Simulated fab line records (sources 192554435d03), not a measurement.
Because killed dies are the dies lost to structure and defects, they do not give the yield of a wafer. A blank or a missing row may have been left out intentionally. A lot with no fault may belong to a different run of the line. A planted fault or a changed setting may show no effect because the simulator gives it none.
Which tool was responsible? || flow n5-finfet || 9 lots with 25 wafers sampled at 5 steps, on a route of 1938 steps

## WHAT THE GAUGES SHOWED, per wafer
N5_BEOL_M0_CUTY_CD_MEAS_57 targets a cd of 200 nm.
{"lot": "L501", "measured": "day 5 18:34", "on": "cd-sem-03", "cd-nm (nm)": "199.4 201.0 201.0"}
{"lot": "L502", "measured": "day 6 04:40", "on": "cd-sem-01", "cd-nm (nm)": "199.7 199.3 199.2"}
{"lot": "L507", "measured": "day 7 05:43", "on": "cd-sem-01", "cd-nm (nm)": "199.6 198.9 200.4"}
{"lot": "L508", "measured": "day 7 12:01", "on": "cd-sem-03", "cd-nm (nm)": "201.1 200.7 201.7"}
{"lot": "L510", "measured": "day 7 23:22", "on": "cd-sem-01", "cd-nm (nm)": "200.4 201.2 200.5"}
{"lot": "L512", "measured": "day 8 19:15", "on": "cd-sem-02", "cd-nm (nm)": "200.4 199.9 200.0"}
{"lot": "L513", "measured": "day 8 19:56", "on": "cd-sem-01", "cd-nm (nm)": "200.9 200.6 200.0"}
{"lot": "L521", "measured": "day 11 02:42", "on": "cd-sem-01", "cd-nm (nm)": "199.5 199.2"}
{"lot": "L523", "measured": "day 11 06:47", "on": "cd-sem-02", "cd-nm (nm)": "199.6 199.8"}

N5_BEOL_M4_RC_MEAS_101.
{"lot": "L501", "measured": "day 7 12:11", "on": "prober-02", "DIBL_N (mV/V)": "38.6 34.9 38.5", "DIBL_P (mV/V)": "39.9 35.0 39.9", "IOFF_N (nA/um)": "0.204 0.135 0.213", "IOFF_P (nA/um)": "0.24 0.17 0.25", "ION_N (uA/um)": "683 662 679", "ION_P (uA/um)": "463 455 466", "SS_N (mV/dec)": "73.2 71.3 71.6", "SS_P (mV/dec)": "74.1 73.5 74.3", "VT_N (mV)": "247.3 250.8 244.0", "VT_P (mV)": "-249 -256 -247"}
{"lot": "L502", "measured": "day 8 02:38", "on": "prober-01", "DIBL_N (mV/V)": "37.6 37.3 38.0", "DIBL_P (mV/V)": "39.4 37.8 39.2", "IOFF_N (nA/um)": "0.203 0.181 0.197", "IOFF_P (nA/um)": "0.29 0.25 0.28", "ION_N (uA/um)": "694 679 679", "ION_P (uA/um)": "475 466 470", "SS_N (mV/dec)": "71.2 71.3 71.7", "SS_P (mV/dec)": "74.3 73.5 74.9", "VT_N (mV)": "245.8 249.1 247.4", "VT_P (mV)": "-247 -248 -246"}
{"lot": "L507", "measured": "day 9 06:04", "on": "prober-01", "DIBL_N (mV/V)": "35.4 35.5 35.6", "DIBL_P (mV/V)": "37.0 37.0 37.2", "IOFF_N (nA/um)": "0.167 0.166 0.183", "IOFF_P (nA/um)": "0.22 0.21 0.22", "ION_N (uA/um)": "671 680 684", "ION_P (uA/um)": "469 463 470", "SS_N (mV/dec)": "71.3 71.8 71.2", "SS_P (mV/dec)": "74.0 72.8 73.4", "VT_N (mV)": "247.2 245.1 244.9", "VT_P (mV)": "-249 -248 -247"}
{"lot": "L508", "measured": "day 9 15:16", "on": "prober-02", "DIBL_N (mV/V)": "39.4 37.6 37.8", "DIBL_P (mV/V)": "37.8 36.6 37.7", "IOFF_N (nA/um)": "0.201 0.169 0.178", "IOFF_P (nA/um)": "0.25 0.23 0.25", "ION_N (uA/um)": "695 684 695", "ION_P (uA/um)": "471 466 478", "SS_N (mV/dec)": "71.9 72.0 72.0", "SS_P (mV/dec)": "74.3 73.3 73.8", "VT_N (mV)": "248.2 250.7 247.1", "VT_P (mV)": "-249 -246 -243"}
{"lot": "L510", "measured": "day 9 17:22", "on": "prober-01", "DIBL_N (mV/V)": "38.6 35.1 37.7", "DIBL_P (mV/V)": "40.4 36.2 38.2", "IOFF_N (nA/um)": "0.222 0.148 0.178", "IOFF_P (nA/um)": "0.23 0.16 0.20", "ION_N (uA/um)": "688 680 673", "ION_P (uA/um)": "457 458 457", "SS_N (mV/dec)": "71.9 70.8 72.5", "SS_P (mV/dec)": "74.1 72.7 73.5", "VT_N (mV)": "245.8 249.5 249.2", "VT_P (mV)": "-253 -257 -254"}
{"lot": "L512", "measured": "day 10 21:23", "on": "prober-01", "DIBL_N (mV/V)": "35.2 34.9 33.5", "DIBL_P (mV/V)": "34.7 33.7 31.6", "IOFF_N (nA/um)": "0.149 0.131 0.115", "IOFF_P (nA/um)": "0.19 0.18 0.15", "ION_N (uA/um)": "680 663 658", "ION_P (uA/um)": "466 459 449", "SS_N (mV/dec)": "71.2 71.7 71.1", "SS_P (mV/dec)": "73.7 73.0 72.5", "VT_N (mV)": "248.8 252.6 254.1", "VT_P (mV)": "-253 -254 -255"}
{"lot": "L513", "measured": "day 11 00:38", "on": "prober-02", "DIBL_N (mV/V)": "37.1 36.8 37.4", "DIBL_P (mV/V)": "39.3 40.2 40.5", "IOFF_N (nA/um)": "0.176 0.175 0.181", "IOFF_P (nA/um)": "0.24 0.27 0.27", "ION_N (uA/um)": "677 670 674", "ION_P (uA/um)": "463 463 466", "SS_N (mV/dec)": "72.4 72.5 72.5", "SS_P (mV/dec)": "73.6 74.6 74.3", "VT_N (mV)": "250.6 249.6 247.8", "VT_P (mV)": "-246 -246 -246"}
{"lot": "L521", "measured": "day 13 06:37", "on": "prober-02", "DIBL_N (mV/V)": "38.9 38.6", "DIBL_P (mV/V)": "37.8 36.7", "IOFF_N (nA/um)": "0.177 0.174", "IOFF_P (nA/um)": "0.19 0.18", "ION_N (uA/um)": "678 683", "ION_P (uA/um)": "460 462", "SS_N (mV/dec)": "72.3 72.4", "SS_P (mV/dec)": "73.9 73.7", "VT_N (mV)": "247.2 249.3", "VT_P (mV)": "-256 -257"}
{"lot": "L523", "measured": "day 13 09:03", "on": "prober-02", "DIBL_N (mV/V)": "34.7 36.5", "DIBL_P (mV/V)": "34.8 36.2", "IOFF_N (nA/um)": "0.147 0.164", "IOFF_P (nA/um)": "0.22 0.26", "ION_N (uA/um)": "681 678", "ION_P (uA/um)": "472 474", "SS_N (mV/dec)": "71.5 72.4", "SS_P (mV/dec)": "73.4 73.0", "VT_N (mV)": "252.4 248.7", "VT_P (mV)": "-247 -246"}

## WHAT TOOL EACH LOT RAN ON (gives the tool, then ch and the chambers of the sampled wafers, and finally the start)
{"lot": "L501", "N5_BEOL_M0_SAQP_ALD_48": "ald-sin-04 ch 0,1,3, day 5 17:29", "N5_BEOL_M0_CUTY_ETCH_62": "rie-diel-01 ch 0,1,3, day 5 18:41", "N5_BEOL_M0_ETCH_138": "rie-diel-01 ch 0,1,3, day 5 18:52"}
{"lot": "L502", "N5_BEOL_M0_SAQP_ALD_48": "ald-sin-04 ch 0,1,3, day 6 03:46", "N5_BEOL_M0_CUTY_ETCH_62": "rie-diel-02 ch 0,2,3, day 6 04:48", "N5_BEOL_M0_ETCH_138": "rie-diel-02 ch 0,2,3, day 6 04:58"}
{"lot": "L507", "N5_BEOL_M0_SAQP_ALD_48": "ald-sin-04 ch 0,3, day 7 04:49", "N5_BEOL_M0_CUTY_ETCH_62": "rie-diel-01 ch 0,1,3, day 7 05:50", "N5_BEOL_M0_ETCH_138": "rie-diel-01 ch 0,1,3, day 7 06:01"}
{"lot": "L508", "N5_BEOL_M0_SAQP_ALD_48": "ald-sin-02 ch 0,2,3, day 7 10:58", "N5_BEOL_M0_CUTY_ETCH_62": "rie-diel-02 ch 0,1, day 7 12:08", "N5_BEOL_M0_ETCH_138": "rie-diel-02 ch 0,1, day 7 12:19"}
{"lot": "L510", "N5_BEOL_M0_SAQP_ALD_48": "ald-sin-03 ch 1,3, day 7 22:20", "N5_BEOL_M0_CUTY_ETCH_62": "rie-diel-01 ch 0,1,2, day 7 23:29", "N5_BEOL_M0_ETCH_138": "rie-diel-01 ch 0,1,2, day 7 23:40"}
{"lot": "L512", "N5_BEOL_M0_SAQP_ALD_48": "ald-sin-03 ch 0,1,3, day 8 18:14", "N5_BEOL_M0_CUTY_ETCH_62": "rie-diel-06 ch 0,1, day 8 19:23", "N5_BEOL_M0_ETCH_138": "rie-diel-06 ch 0,1, day 8 19:33"}
{"lot": "L513", "N5_BEOL_M0_SAQP_ALD_48": "ald-sin-03 ch 0,1,2, day 8 19:02", "N5_BEOL_M0_CUTY_ETCH_62": "rie-diel-06 ch 0,2,3, day 8 20:13", "N5_BEOL_M0_ETCH_138": "rie-diel-06 ch 0,2,3, day 8 20:23"}
{"lot": "L521", "N5_BEOL_M0_SAQP_ALD_48": "ald-sin-02 ch 0,1, day 11 01:45", "N5_BEOL_M0_CUTY_ETCH_62": "rie-diel-01 ch 3, day 11 02:54", "N5_BEOL_M0_ETCH_138": "rie-diel-01 ch 3, day 11 03:04"}
{"lot": "L523", "N5_BEOL_M0_SAQP_ALD_48": "ald-sin-02 ch 0,2, day 11 05:48", "N5_BEOL_M0_CUTY_ETCH_62": "rie-diel-01 ch 0,1, day 11 06:56", "N5_BEOL_M0_ETCH_138": "rie-diel-01 ch 0,1, day 11 07:07"}
- N5_BEOL_M0_SAQP_ALD_48: deposits SiO2, target thk 20 nm, pulse time 1 s, co reactant pulse time 1 s.
- N5_BEOL_M0_CUTY_ETCH_62: etches SiARC in CF4, time 58.5 s.
- N5_BEOL_M0_ETCH_138: etches SiCN in CH3F/O2, target depth 12 nm, time 31.6 s.

## WHAT THE TOOLS THEMSELVES READ (means of the sampled wafers that have a number; where no wafer has one, the mark that the record gives instead)
N5_BEOL_M0_SAQP_ALD_48.
{"lot": "L501", "tool": "ald-sin-04", "heater-power-w (W)": 71, "precursor-pulse-height-rel": 1.011}
{"lot": "L502", "tool": "ald-sin-04", "heater-power-w (W)": 70, "precursor-pulse-height-rel": 0.985}
{"lot": "L507", "tool": "ald-sin-04", "heater-power-w (W)": 73, "precursor-pulse-height-rel": 1.007}
{"lot": "L508", "tool": "ald-sin-02", "heater-power-w (W)": 78, "precursor-pulse-height-rel": 1.000}
{"lot": "L510", "tool": "ald-sin-03", "heater-power-w (W)": 90, "precursor-pulse-height-rel": 0.987}
{"lot": "L512", "tool": "ald-sin-03", "heater-power-w (W)": 82, "precursor-pulse-height-rel": 0.991}
{"lot": "L513", "tool": "ald-sin-03", "heater-power-w (W)": 86, "precursor-pulse-height-rel": 1.000}
{"lot": "L521", "tool": "ald-sin-02", "heater-power-w (W)": 80, "precursor-pulse-height-rel": 0.978}
{"lot": "L523", "tool": "ald-sin-02", "heater-power-w (W)": 76, "precursor-pulse-height-rel": 1.010}

N5_BEOL_M0_CUTY_ETCH_62.
{"lot": "L501", "tool": "rie-diel-01", "drypump-motor-current-A (A)": 5.0, "etch-rf-on-time-s (s)": 58.9, "oes-product-au (a.u.)": 0.69, "rf-vpp-V (V)": 183.7, "showerhead-plenum-p-Torr (Torr)": 2.09, "throttle-valve-pct (%)": 15.60}
{"lot": "L502", "tool": "rie-diel-02", "drypump-motor-current-A (A)": 5.8, "etch-rf-on-time-s (s)": 57.1, "oes-product-au (a.u.)": 0.74, "rf-vpp-V (V)": 184.7, "showerhead-plenum-p-Torr (Torr)": 2.20, "throttle-valve-pct (%)": 15.60}
{"lot": "L507", "tool": "rie-diel-01", "drypump-motor-current-A (A)": 5.0, "etch-rf-on-time-s (s)": 59.0, "oes-product-au (a.u.)": 0.68, "rf-vpp-V (V)": 183.2, "showerhead-plenum-p-Torr (Torr)": 2.09, "throttle-valve-pct (%)": 15.62}
{"lot": "L508", "tool": "rie-diel-02", "drypump-motor-current-A (A)": 6.0, "etch-rf-on-time-s (s)": 57.2, "oes-product-au (a.u.)": 0.71, "rf-vpp-V (V)": 184.8, "showerhead-plenum-p-Torr (Torr)": 2.15, "throttle-valve-pct (%)": 15.47}
{"lot": "L510", "tool": "rie-diel-01", "drypump-motor-current-A (A)": 5.3, "etch-rf-on-time-s (s)": 59.4, "oes-product-au (a.u.)": 0.69, "rf-vpp-V (V)": 183.8, "showerhead-plenum-p-Torr (Torr)": 2.12, "throttle-valve-pct (%)": 15.64}
{"lot": "L512", "tool": "rie-diel-06", "drypump-motor-current-A (A)": 6.1, "etch-rf-on-time-s (s)": 55.2, "oes-product-au (a.u.)": 0.78, "rf-vpp-V (V)": 184.2, "showerhead-plenum-p-Torr (Torr)": 2.15, "throttle-valve-pct (%)": 15.36}
{"lot": "L513", "tool": "rie-diel-06", "drypump-motor-current-A (A)": 5.6, "etch-rf-on-time-s (s)": 56.0, "oes-product-au (a.u.)": 0.68, "rf-vpp-V (V)": 184.6, "showerhead-plenum-p-Torr (Torr)": 2.18, "throttle-valve-pct (%)": 15.69}
{"lot": "L521", "tool": "rie-diel-01", "drypump-motor-current-A (A)": 5.4, "etch-rf-on-time-s (s)": 59.0, "oes-product-au (a.u.)": 0.73, "rf-vpp-V (V)": 183.2, "showerhead-plenum-p-Torr (Torr)": 2.09, "throttle-valve-pct (%)": 15.41}
{"lot": "L523", "tool": "rie-diel-01", "drypump-motor-current-A (A)": 4.8, "etch-rf-on-time-s (s)": 59.3, "oes-product-au (a.u.)": 0.60, "rf-vpp-V (V)": 184.1, "showerhead-plenum-p-Torr (Torr)": 2.08, "throttle-valve-pct (%)": 15.82}

N5_BEOL_M0_ETCH_138.
{"lot": "L501", "tool": "rie-diel-01", "drypump-motor-current-A (A)": 5.0, "etch-rf-on-time-s (s)": 29.1, "oes-product-au (a.u.)": 0.68, "rf-vpp-V (V)": 297.1, "showerhead-plenum-p-Torr (Torr)": 1.95, "throttle-valve-pct (%)": 16.31}
{"lot": "L502", "tool": "rie-diel-02", "drypump-motor-current-A (A)": 5.8, "etch-rf-on-time-s (s)": 28.0, "oes-product-au (a.u.)": 0.73, "rf-vpp-V (V)": 298.5, "showerhead-plenum-p-Torr (Torr)": 2.06, "throttle-valve-pct (%)": 16.33}
{"lot": "L507", "tool": "rie-diel-01", "drypump-motor-current-A (A)": 5.0, "etch-rf-on-time-s (s)": 29.0, "oes-product-au (a.u.)": 0.68, "rf-vpp-V (V)": 297.0, "showerhead-plenum-p-Torr (Torr)": 1.95, "throttle-valve-pct (%)": 16.34}
{"lot": "L508", "tool": "rie-diel-02", "drypump-motor-current-A (A)": 6.1, "etch-rf-on-time-s (s)": 28.1, "oes-product-au (a.u.)": 0.70, "rf-vpp-V (V)": 296.6, "showerhead-plenum-p-Torr (Torr)": 2.01, "throttle-valve-pct (%)": 16.24}
{"lot": "L510", "tool": "rie-diel-01", "drypump-motor-current-A (A)": 5.3, "etch-rf-on-time-s (s)": 28.6, "oes-product-au (a.u.)": 0.70, "rf-vpp-V (V)": 297.1, "showerhead-plenum-p-Torr (Torr)": 1.98, "throttle-valve-pct (%)": 16.36}
{"lot": "L512", "tool": "rie-diel-06", "drypump-motor-current-A (A)": 6.1, "etch-rf-on-time-s (s)": 28.2, "oes-product-au (a.u.)": 0.78, "rf-vpp-V (V)": 298.6, "showerhead-plenum-p-Torr (Torr)": 2.02, "throttle-valve-pct (%)": 16.07}
{"lot": "L513", "tool": "rie-diel-06", "drypump-motor-current-A (A)": 5.6, "etch-rf-on-time-s (s)": 28.2, "oes-product-au (a.u.)": 0.67, "rf-vpp-V (V)": 297.7, "showerhead-plenum-p-Torr (Torr)": 2.04, "throttle-valve-pct (%)": 16.45}
{"lot": "L521", "tool": "rie-diel-01", "drypump-motor-current-A (A)": 5.4, "etch-rf-on-time-s (s)": 33.5, "oes-product-au (a.u.)": 0.68, "rf-vpp-V (V)": 295.6, "showerhead-plenum-p-Torr (Torr)": 1.95, "throttle-valve-pct (%)": 16.13}
{"lot": "L523", "tool": "rie-diel-01", "drypump-motor-current-A (A)": 4.8, "etch-rf-on-time-s (s)": 34.7, "oes-product-au (a.u.)": 0.56, "rf-vpp-V (V)": 295.7, "showerhead-plenum-p-Torr (Torr)": 1.94, "throttle-valve-pct (%)": 16.52}

## THE ANSWER, worked out from the rows above alone
Rule: the lots themselves supply what counts as usual. Put in order of their means at a reading, lots are off if they are a third of the lots or fewer, leave a main group of 4 or more, and stand apart from it by a gap of 3 or more times the standard deviation of the main group's means; of several such gaps the widest counts. A main group is skipped when, at the precision printed for the reading in the tables above, its means are all equal. Also off: a lot with no number at a reading for which 4 or more lots have one. All remaining lots with rows at the step are treated as sound. First the gauges in route order, then the tools' own readings, where a lot's mean is used as printed above. The first step at which some lot is off is used, and at that step the reading that is off furthest; a lot without a number counts as furthest.
Off, at N5_BEOL_M0_ETCH_138 on etch-rf-on-time-s: L521, L523. The main group has a mean of 28.5 s with a standard deviation of 0.41.
A tool fits if, at that step or a process step before it, it ran every lot that is off, and no sound lot after the first of them. Can't be told from this: 2 tools fit, ald-sin-02 at N5_BEOL_M0_SAQP_ALD_48, rie-diel-01 at N5_BEOL_M0_CUTY_ETCH_62 and N5_BEOL_M0_ETCH_138.

## WHAT THE SIMULATOR HAD INSERTED
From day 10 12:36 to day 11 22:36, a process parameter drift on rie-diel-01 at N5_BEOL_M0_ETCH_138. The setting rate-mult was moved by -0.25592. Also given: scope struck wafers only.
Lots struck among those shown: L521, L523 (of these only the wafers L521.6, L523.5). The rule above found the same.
